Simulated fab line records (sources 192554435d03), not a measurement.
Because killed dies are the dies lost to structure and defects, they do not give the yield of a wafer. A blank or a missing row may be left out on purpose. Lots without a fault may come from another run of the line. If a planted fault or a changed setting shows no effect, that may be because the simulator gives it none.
fab line records	flow n5-finfet
record lots=6	wafers=18	last-day=18
route steps=1938 shown BEOL_M5@1165 PASSIVATION@1936
lots that met no fault: from a run of the same line without faults
start-h: start of the lot's first displayed wafer, in hours after the record's first day	wait-h: hours since the lot's step before	" the same as in the row above	L1.1+2: a single row standing in for several wafers	- either no value or no given start	* or withheld: withheld	< > ~ a bound
route shown NAME@n: names a module that has steps shown in the file, with the first one's number in the route	usual: average and standard deviation across the fault-free wafers	same: alike in all rows	chamber/n: place in a boat	sites: the reading at each site	_std_site: standard deviation of those values	_edge_site: the outer-site mean with the inner-site mean subtracted	radius-mm: how far each site lies from the wafer's centre	mask NAME#n: copy n	behind: the last tool/chamber to shape the wafer	hold: the reason the lot was held/the length of the hold in hours/how it ended	device: which transistor (n, p or np) failed to switch	end of line: at the end of the route, the tests of the same wafers	a step with no rows: only its recipe	killed: the dies lost at the first sort to structure and to defects; this is not the yield of the wafer	map: a wafer's dies, x killed, . not, _ none there
set.NAME: setting as actually run; set.NAME@STEP: the setting as run at that earlier step	model.NAME: the simulator's own value behind a step, which no gauge read
lots at some steps of the route; a table a step, a row a wafer
services: a tool's chamber out of use, with start hour (start-h, from the record's first day; less than 0 if before it), hours out, and reason
## steps
# step N5_BEOL_M5_SRD_40
# recipe time-s=30	temp-c=23	rinse-liquid=diw	dry=ipa-marangoni
# step N5_BEOL_M5_PRECLEAN_42
# recipe chemistry=residue-remover	time-s=60	temp-c=40
# step N5_BEOL_M5_SRD_43
# recipe time-s=30	temp-c=23	rinse-liquid=diw	dry=ipa-marangoni
# step N5_BEOL_M5_CD_MEAS_35
# recipe target-cd-nm=28	target-cd-y-nm=24	polarity=opening
# usual cd-nm=27.9/0.36
lot.wafer	tool	chamber	start-h	wait-h	cd-nm
L219.1	cd-sem-01	-	190.29	0.0	28.1
L219.4	"	-	"	"	27.6
L219.5	"	-	"	"	27.5
L223.1	cd-sem-03	-	216.99	0.0	28.0
L223.2	"	-	"	"	28.3
L223.5	"	-	"	"	28.0
L226.1	cd-sem-03	-	222.66	0.0	27.8
L226.2	"	-	"	"	27.9
L226.5	"	-	"	"	27.7
L225.2	cd-sem-03	-	227.49	0.0	28.0
L225.4	"	-	"	"	28.2
L225.6	"	-	"	"	28.5
L237.2	cd-sem-01	-	306.70	0.0	27.4
L237.4	"	-	"	"	27.6
L237.5	"	-	"	"	27.8
L236.1	cd-sem-01	-	313.41	0.0	28.3
L236.2	"	-	"	"	27.9
L236.4	"	-	"	"	28.2
# step N5_BEOL_M5_CURE_80
# recipe temp-c=370	time-s=120	ambient=DMADMS/He	material=SiCOH_lowk
# usual lamp-power-pct=52.32/0.052	wafer_temp_C_max=371.8/0.76
# same time-s=120
lot.wafer	tool	chamber	start-h	wait-h	lamp-power-pct	wafer_temp_C_max
L219.1	uv-cure-02	2	190.33	0.0	52.19	371.8
L219.4	"	2	"	"	52.33	372.0
L219.5	"	2	"	"	52.32	371.5
L223.1	uv-cure-03	1	217.03	0.0	52.31	370.8
L223.2	"	1	"	"	52.23	370.9
L223.5	"	1	"	"	52.37	370.9
L226.1	uv-cure-02	0	222.70	0.0	52.32	370.9
L226.2	"	0	"	"	52.33	370.7
L226.5	"	0	"	"	52.31	370.7
L225.2	uv-cure-02	1	227.58	0.1	52.33	370.9
L225.4	"	1	"	"	52.28	371.1
L225.6	"	1	"	"	52.29	371.5
L237.2	uv-cure-03	1	306.79	0.1	52.31	371.3
L237.4	"	1	"	"	52.20	371.2
L237.5	"	1	"	"	52.36	370.9
L236.1	uv-cure-03	2	313.73	0.3	52.25	374.1
L236.2	"	2	"	"	52.40	372.7
L236.4	"	2	"	"	52.21	373.2
# step N5_BEOL_M5_DEGAS_44
# recipe ambient=vacuum	temp-c=250	time-s=60
# usual heater-power-w=333/32	susceptor-temp-C=250.00/0.18
# same time-s=60
lot.wafer	tool	chamber	start-h	wait-h	heater-power-w	susceptor-temp-C
L219.1	pvd-sputter-02	-	191.33	0.9	402	249.84
L219.4	"	-	"	"	334	250.12
L219.5	"	-	"	"	328	249.98
L223.1	pvd-sputter-03	-	217.71	0.6	300	250.21
L223.2	"	-	"	"	348	250.05
L223.5	"	-	"	"	362	249.95
L226.1	pvd-sputter-03	-	223.47	0.7	312	250.05
L226.2	"	-	"	"	325	250.04
L226.5	"	-	"	"	377	250.15
L225.2	pvd-sputter-01	-	227.99	0.4	277	249.91
L225.4	"	-	"	"	281	249.88
L225.6	"	-	"	"	340	250.22
L237.2	pvd-sputter-03	-	308.65	1.8	367	249.94
L237.4	"	-	"	"	359	250.18
L237.5	"	-	"	"	369	249.94
L236.1	pvd-sputter-03	-	314.37	0.5	369	249.69
L236.2	"	-	"	"	303	249.99
L236.4	"	-	"	"	312	250.21
# step N5_BEOL_M5_PRE_CLEAN_45
# recipe gas=H2/He	time-s=30	temp-c=250
# step N5_BEOL_M5_ALD_86
# recipe material=TaN	target-thk-a=*	temp-c=275	ald-precursor-family=PDMAT	ald-co-reactant=NH3	pressure-torr=3	carrier-flow-sccm=1500	pulse-time-s=2	purge-time-s=3	co-reactant-purge-time-s=2	co-reactant-pulse-time-s=3	ald-cycles=30	precursor-vessel-temp-c=75	precursor-vessel-pressure-torr=26.25	precursor-vessel-carrier-sccm=1000
# usual heater-power-outer-w=231/27	heater-power-w=411/37	susceptor-temp-C=274.98/0.19
# same pulse-time-s=2
lot.wafer	tool	chamber	start-h	wait-h	heater-power-outer-w	heater-power-w	susceptor-temp-C
L219.1	ald-metal-03	1	191.49	0.1	279	445	275.05
L219.4	"	0	"	"	197	362	274.71
L219.5	"	0	"	"	199	363	274.61
L223.1	ald-metal-03	0	217.81	0.0	199	363	275.18
L223.2	"	3	"	"	196	356	274.99
L223.5	"	0	"	"	197	358	275.08
L226.1	ald-metal-04	0	223.57	0.0	217	409	274.77
L226.2	"	2	"	"	251	441	275.01
L226.5	"	3	"	"	204	377	275.05
L225.2	ald-metal-03	2	228.09	0.0	243	438	274.76
L225.4	"	0	"	"	204	362	275.18
L225.6	"	2	"	"	244	464	275.11
L237.2	ald-metal-04	0	308.80	0.1	220	409	274.88
L237.4	"	2	"	"	253	424	275.03
L237.5	"	2	"	"	249	439	274.96
L236.1	ald-metal-03	0	314.48	0.0	201	363	275.09
L236.2	"	1	"	"	272	448	274.99
L236.4	"	2	"	"	247	453	275.04
# step N5_BEOL_M5_SURFACE_TREAT_87
# recipe gas=Ar	time-s=*	ion-energy-ev=*	ion-current-ma-cm2=0.5	pressure-mtorr=*	ar-flow-sccm=30
# step N5_BEOL_M5_CVD_47
# recipe material=Co	target-thk-a=30	temp-c=withheld	precursor=CCTBA/H2	pressure-torr=30	time-s=216
# step N5_BEOL_M5_SPUTTER_48
# recipe material=Cu	target-thk-a=150	temp-c=-20	chamber-pressure-pa=0.07	power-w=withheld	time-s=27.62
# step N5_BEOL_M5_ANNEAL_49
# recipe temp-c=400	time-s=1800	ambient=vacuum
# usual heater-power-w=816/85	susceptor-temp-C=400.00/0.22
# same time-s=1800
lot.wafer	tool	chamber	start-h	wait-h	heater-power-w	susceptor-temp-C
L219.1	pvd-sputter-01	-	192.08	0.0	685	399.90
L219.4	"	-	"	"	836	400.17
L219.5	"	-	"	"	849	400.18
L223.1	pvd-sputter-01	-	218.38	0.0	686	400.37
L223.2	"	-	"	"	868	399.73
L223.5	"	-	"	"	702	399.98
L226.1	pvd-sputter-03	-	224.21	0.0	878	399.93
L226.2	"	-	"	"	780	400.22
L226.5	"	-	"	"	919	400.35
L225.2	pvd-sputter-01	-	228.69	0.0	859	400.02
L225.4	"	-	"	"	870	399.97
L225.6	"	-	"	"	689	399.88
L237.2	pvd-sputter-03	-	309.39	0.0	876	399.78
L237.4	"	-	"	"	784	399.94
L237.5	"	-	"	"	894	399.82
L236.1	pvd-sputter-03	-	315.35	0.0	947	400.09
L236.2	"	-	"	"	793	400.19
L236.4	"	-	"	"	738	400.21
# step N5_BEOL_M5_SPUTTER_81
# recipe material=Cu	target-thk-a=150	temp-c=-20	chamber-pressure-pa=0.07	power-w=withheld	time-s=27.62
# usual chamber-pressure-pa=0.07/0.00016	chuck-sensor-temp-C=-16.0/0.51	susceptor-temp-C=-20.00/0.11	throttle-valve-pct=30.1/0.78
# same time-s=27.62
lot.wafer	tool	chamber	start-h	wait-h	chamber-pressure-pa	chuck-sensor-temp-C	susceptor-temp-C	throttle-valve-pct
L219.1	pvd-sputter-01	-	193.09	0.5	0.06995	-15.7	-20.20	30.7
L219.4	"	-	"	"	0.06992	-16.6	-19.92	29.3
L219.5	"	-	"	"	0.07007	-16.6	-20.02	29.2
L223.1	pvd-sputter-01	-	219.38	0.5	0.06986	-15.7	-19.94	31.1
L223.2	"	-	"	"	0.07673	-16.5	-19.86	27.8
L223.5	"	-	"	"	0.06978	-15.9	-20.01	31.1
L225.2	pvd-sputter-01	-	229.70	0.5	0.07023	-16.3	-20.14	30.8
L225.4	"	-	"	"	0.07663	-16.6	-20.01	27.7
L225.6	"	-	"	"	0.06969	-15.5	-19.91	31.1
L226.1	pvd-sputter-03	-	230.40	5.7	0.07005	-16.8	-20.03	28.7
L226.2	"	-	"	"	0.07008	-15.6	-20.00	29.8
L226.5	"	-	"	"	0.07014	-16.3	-19.96	29.4
L237.2	pvd-sputter-03	-	310.39	0.5	0.07	-16.8	-20.00	28.7
L237.4	"	-	"	"	0.07008	-15.5	-20.03	29.8
L237.5	"	-	"	"	0.07009	-16.8	-20.02	28.7
L236.1	pvd-sputter-03	-	316.36	0.5	0.07024	-16.2	-20.02	29.2
L236.2	"	-	"	"	0.07004	-15.5	-20.11	29.7
L236.4	"	-	"	"	0.07009	-15.3	-19.81	30.8
# step N5_BEOL_M5_ANNEAL_82
# recipe temp-c=400	time-s=1800	ambient=vacuum
# usual heater-power-w=812/82	susceptor-temp-C=400.00/0.19
# same time-s=1800
lot.wafer	tool	chamber	start-h	wait-h	heater-power-w	susceptor-temp-C
L219.1	pvd-sputter-01	-	193.17	0.0	706	400.15
L219.4	"	-	"	"	863	400.12
L219.5	"	-	"	"	866	400.10
L223.1	pvd-sputter-01	-	219.46	0.0	703	400.20
L223.2	"	-	"	"	866	399.71
L223.5	"	-	"	"	684	399.89
L225.2	pvd-sputter-01	-	229.78	0.0	858	400.50
L225.4	"	-	"	"	855	399.96
L225.6	"	-	"	"	677	400.08
L226.1	pvd-sputter-03	-	230.48	0.0	875	400.00
L226.2	"	-	"	"	780	400.35
L226.5	"	-	"	"	911	400.14
L237.2	pvd-sputter-03	-	310.47	0.0	867	399.96
L237.4	"	-	"	"	773	399.67
L237.5	"	-	"	"	893	400.29
L236.1	pvd-sputter-03	-	316.44	0.0	917	399.96
L236.2	"	-	"	"	754	399.99
L236.4	"	-	"	"	745	399.93
# step N5_PASSIVATION_PROBE_49
# usual defect-limited-yield=91.3/1.7	killed_at_M0_to_M3=33/11	killed_at_M4_up=14/5.5	killed-at-contacts=13/6.5	killed-at-front-end=39/13	killed-at-other=3.4/2.9	killed-dies=103/20	killed-open=69/15	killed-short=32/8.1	sort_bin_5_function=5.1/1.1	sort_bin_6_memory=3.3/0.74	sort_bin_8_speed=0.00/0.014	sort-n-pass=1077/20	sort-yield-pct=91.3/1.7
# same gross-dies=1180	killed-at-back-side=0	sort_bin_4_leakage[%]=0
lot.wafer	tool	chamber	start-h	wait-h	defect-limited-yield[%]	killed_at_M0_to_M3	killed_at_M4_up	killed-at-contacts	killed-at-front-end	killed-at-other	killed-dies	killed-open	killed-short	sort_bin_5_function[%]	sort_bin_6_memory[%]	sort_bin_8_speed[%]	sort-n-pass	sort-yield-pct[%]
L219.1	prober-01	-	287.66	0.0	90.6	33	15	8	50	5	111	74	34	5.9	3.2	0	1069	90.6
L219.4	prober-01	-	287.81	0.2	84.9	30	17	35	90	6	178	125	45	8.6	5.6	0	1002	84.9
L219.5	prober-01	-	287.86	0.2	89.5	28	27	13	48	8	124	90	33	6.7	3.3	0	1056	89.5
L223.1	prober-01	-	330.91	0.0	91.0	37	13	14	38	4	106	73	32	4.9	4.0	0	1074	91.0
L223.2	prober-01	-	330.96	0.1	93.3	36	8	8	25	2	79	49	26	4.2	1.9	0	1101	93.3
L223.5	prober-01	-	331.11	0.2	88.6	59	17	10	46	2	134	83	49	5.9	5.2	0	1046	88.6
L225.2	prober-02	-	336.39	0.1	94.1	19	9	13	25	4	70	41	28	3.9	1.9	0	1110	94.1
L225.4	prober-02	-	336.49	0.2	92.5	35	10	9	23	11	88	62	24	4.4	2.9	0	1092	92.5
L225.6	prober-02	-	336.59	0.3	91.2	41	7	12	40	4	104	66	36	5.0	3.6	0.08	1076	91.2
L226.1	prober-02	-	337.72	0.0	89.7	39	18	10	50	4	121	75	44	6.6	3.5	0	1059	89.7
L226.2	prober-02	-	337.77	0.1	94.7	23	15	4	19	1	62	43	18	3.0	2.1	0	1118	94.7
L226.5	prober-02	-	337.92	0.2	93.3	39	11	2	26	1	79	44	34	3.6	3.0	0	1101	93.3
L237.2	prober-02	-	423.62	0.9	92.7	34	16	14	20	2	86	62	23	4.2	3.0	0	1094	92.7
L237.4	prober-02	-	423.72	1.0	92.8	14	14	12	42	3	85	57	26	4.2	2.8	0	1095	92.8
L237.5	prober-02	-	423.77	1.0	92.7	19	15	16	32	4	86	55	31	4.2	2.9	0	1094	92.7
L236.1	prober-02	-	423.87	0.4	92.3	29	23	9	28	2	91	63	28	4.5	3.2	0	1089	92.3
L236.2	prober-02	-	423.92	0.4	92.1	27	16	9	37	4	93	58	34	5.3	2.4	0	1087	92.1
L236.4	prober-02	-	424.02	0.5	91.3	23	25	10	43	2	103	71	29	4.6	3.6	0	1077	91.3
# killed by level:class
L219.1 FIN_SAQP:geometric-particle:open=20 BEOL_M0_SAQP:geometric-particle:open=8 FIN_SAQP:geometric-particle:short=7 MOL_CONTACT_COAG:geometric-particle:open=7 BEOL_M0_SAQP:geometric-particle:short=7 BEOL_M3:geometric-particle:open=7 GATE_CUT:geometric-particle:short=5 BEOL_M4:geometric-particle:open=5
L219.4 FIN_SAQP:geometric-particle:open=37 MOL_CONTACT_COAG:geometric-particle:open=28 STI_FIN_REVEAL:geometric-particle:open=15 FIN_SAQP:geometric-particle:short=10 BEOL_M4:geometric-particle:open=8 MOL_CONTACT_COAG:geometric-particle:short=7 BEOL_M0_SAQP:geometric-particle:open=7 BEOL_M0_SAQP:geometric-particle:short=5
L219.5 FIN_SAQP:geometric-particle:open=18 BEOL_M4:geometric-particle:open=16 BEOL_M2:geometric-particle:open=12 MOL_CONTACT_COAG:geometric-particle:open=12 GATE_CUT:geometric-particle:short=8 FIN_SAQP:geometric-particle:short=7 GATE_CUT:geometric-particle:open=5 BEOL_M0_SAQP:geometric-particle:open=5
L223.1 MOL_CONTACT_COAG:geometric-particle:open=13 FIN_SAQP:geometric-particle:open=10 BEOL_M0_SAQP:geometric-particle:open=9 BEOL_M0_SAQP:geometric-particle:short=7 FIN_SAQP:geometric-particle:short=6 BEOL_M5:geometric-particle:open=5 DUMMY_GATE:geometric-particle:open=4 BEOL_M2:geometric-particle:open=4
L223.2 BEOL_M0:geometric-particle:open=11 BEOL_M0_SAQP:geometric-particle:short=8 BEOL_M0_SAQP:geometric-particle:open=6 FIN_SAQP:geometric-particle:open=5 MOL_CONTACT_COAG:geometric-particle:open=5 BEOL_M1:geometric-particle:open=5 DUMMY_GATE:geometric-particle:open=3 MOL_CONTACT_COAG:geometric-particle:short=3
L223.5 BEOL_M0_SAQP:geometric-particle:short=17 BEOL_M0_SAQP:geometric-particle:open=14 FIN_SAQP:geometric-particle:open=13 MOL_CONTACT_COAG:geometric-particle:open=9 BEOL_M1:geometric-particle:open=8 BEOL_M2:geometric-particle:open=8 FIN_SAQP:geometric-particle:short=7 BEOL_M3:geometric-particle:open=6
L225.2 FIN_SAQP:geometric-particle:open=7 MOL_CONTACT_COAG:geometric-particle:open=7 MOL_CONTACT_COAG:geometric-particle:short=6 STARTING-WAFER:geometric-particle:short=5 BEOL_M0_SAQP:geometric-particle:short=4 BEOL_M1:geometric-particle:open=4 FIN_SAQP:geometric-particle:short=3 BEOL_M3:geometric-particle:open=3
L225.4 BEOL_M0_SAQP:geometric-particle:open=12 FIN_SAQP:geometric-particle:open=7 MOL_CONTACT_COAG:geometric-particle:open=7 BEOL_M1:geometric-particle:open=7 BEOL_M3:geometric-particle:open=6 BEOL_M4:geometric-particle:open=6 FIN_SAQP:geometric-particle:short=3 BEOL_M0_SAQP:geometric-particle:short=3
L225.6 MOL_CONTACT_COAG:geometric-particle:open=11 BEOL_M0_SAQP:geometric-particle:short=11 BEOL_M3:geometric-particle:open=10 FIN_SAQP:geometric-particle:short=8 STI_FIN_REVEAL:geometric-particle:open=8 FIN_SAQP:geometric-particle:open=7 BEOL_M1:geometric-particle:open=7 BEOL_M0_SAQP:geometric-particle:open=5
L226.1 BEOL_M4:geometric-particle:open=12 STI_FIN_REVEAL:geometric-particle:open=10 BEOL_M0_SAQP:geometric-particle:short=9 FIN_SAQP:geometric-particle:open=8 BEOL_M2:geometric-particle:open=8 MOL_CONTACT_COAG:geometric-particle:open=7 BEOL_M0_SAQP:geometric-particle:open=7 STARTING-WAFER:geometric-particle:short=7
L226.2 BEOL_M4:geometric-particle:open=7 BEOL_M0_SAQP:geometric-particle:open=5 BEOL_M2:geometric-particle:open=5 STARTING-WAFER:geometric-particle:short=5 ILD0:geometric-particle:open=4 MOL_CONTACT_COAG:geometric-particle:open=4 BEOL_M3:geometric-particle:open=4 BEOL_M1:geometric-particle:open=3
L226.5 BEOL_M0_SAQP:geometric-particle:short=11 BEOL_M0_SAQP:geometric-particle:open=9 FIN_SAQP:geometric-particle:open=5 GATE_CUT:geometric-particle:short=4 BEOL_M0:geometric-particle:open=4 STARTING-WAFER:geometric-particle:open=4 FIN_SAQP:geometric-particle:short=3 BEOL_M1:geometric-particle:open=3
L237.2 MOL_CONTACT_COAG:geometric-particle:open=11 BEOL_M0_SAQP:geometric-particle:open=11 BEOL_M4:geometric-particle:open=9 STI_FIN_REVEAL:geometric-particle:open=7 FIN_SAQP:geometric-particle:short=5 BEOL_M2:geometric-particle:open=5 BEOL_M3:geometric-particle:open=5 BEOL_M0_SAQP:geometric-particle:short=4
L237.4 STI_FIN_REVEAL:geometric-particle:open=12 MOL_CONTACT_COAG:geometric-particle:open=9 GATE_CUT:geometric-particle:short=8 BEOL_M4:geometric-particle:open=7 BEOL_M0_SAQP:geometric-particle:open=5 FIN_SAQP:geometric-particle:short=4 DUMMY_GATE:geometric-particle:open=4 STARTING-WAFER:geometric-particle:open=4
L237.5 MOL_CONTACT_COAG:geometric-particle:open=12 FIN_SAQP:geometric-particle:open=8 FIN_SAQP:geometric-particle:short=7 BEOL_M4:geometric-particle:open=7 STI_FIN_REVEAL:geometric-particle:open=6 GATE_CUT:geometric-particle:short=4 MOL_CONTACT_COAG:geometric-particle:short=4 BEOL_M2:geometric-particle:open=4
L236.1 BEOL_M4:geometric-particle:open=11 BEOL_M0_SAQP:geometric-particle:open=10 MOL_CONTACT_COAG:geometric-particle:open=8 BEOL_M0_SAQP:geometric-particle:short=8 FIN_SAQP:geometric-particle:short=6 FIN_SAQP:geometric-particle:open=6 STI_FIN_REVEAL:geometric-particle:open=6 GATE_CUT:geometric-particle:short=4
L236.2 BEOL_M1:geometric-particle:open=11 FIN_SAQP:geometric-particle:open=8 BEOL_M4:geometric-particle:open=8 FIN_SAQP:geometric-particle:short=7 GATE_CUT:geometric-particle:short=5 MOL_CONTACT_COAG:geometric-particle:open=5 BEOL_M2:geometric-particle:open=5 STI_FIN_REVEAL:geometric-particle:open=4
L236.4 FIN_SAQP:geometric-particle:open=11 BEOL_M4:geometric-particle:open=8 MOL_CONTACT_COAG:geometric-particle:open=7 STI_FIN_REVEAL:geometric-particle:open=6 GATE_CUT:geometric-particle:open=6 BEOL_M0_SAQP:geometric-particle:open=6 BEOL_M1:geometric-particle:open=6 BEOL_M2:geometric-particle:open=5
## services
tool	chamber	start-h	hours	kind
ald-metal-03	1	168.63	-	calibration
ald-metal-04	-	180.21	2.8	pm
ald-metal-03	2	230.21	-	calibration
uv-cure-03	-	242.34	6.1	repair
ald-metal-03	-	255.20	1.3	repair
ald-metal-04	1	258.48	25.7	repair
ald-metal-03	-	264.74	14.6	pm
ald-metal-03	3	291.52	22.4	repair
ald-metal-03	2	300.02	10.2	repair
## key
first-sign step=N5_BEOL_M5_SPUTTER_81	reading=chamber-pressure-pa	direction=up	sigmas=43	usual=0.07	struck=0.07668
effect none on later readings
met-at N5_BEOL_M5_SPUTTER_81
struck-wafers L223.2,L225.4
onset-between 193.09 219.38
fault kind=process-parameter-drift	tool=pvd-sputter-01	chamber=-	onset-h=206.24	steps=N5_BEOL_M5_SPUTTER_81	channel=chamber-pressure-pa	offset=0.006719	shape=step	end-h=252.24	acts-in=these-recipes-only	stated=0.07	scope=struck-wafers-only
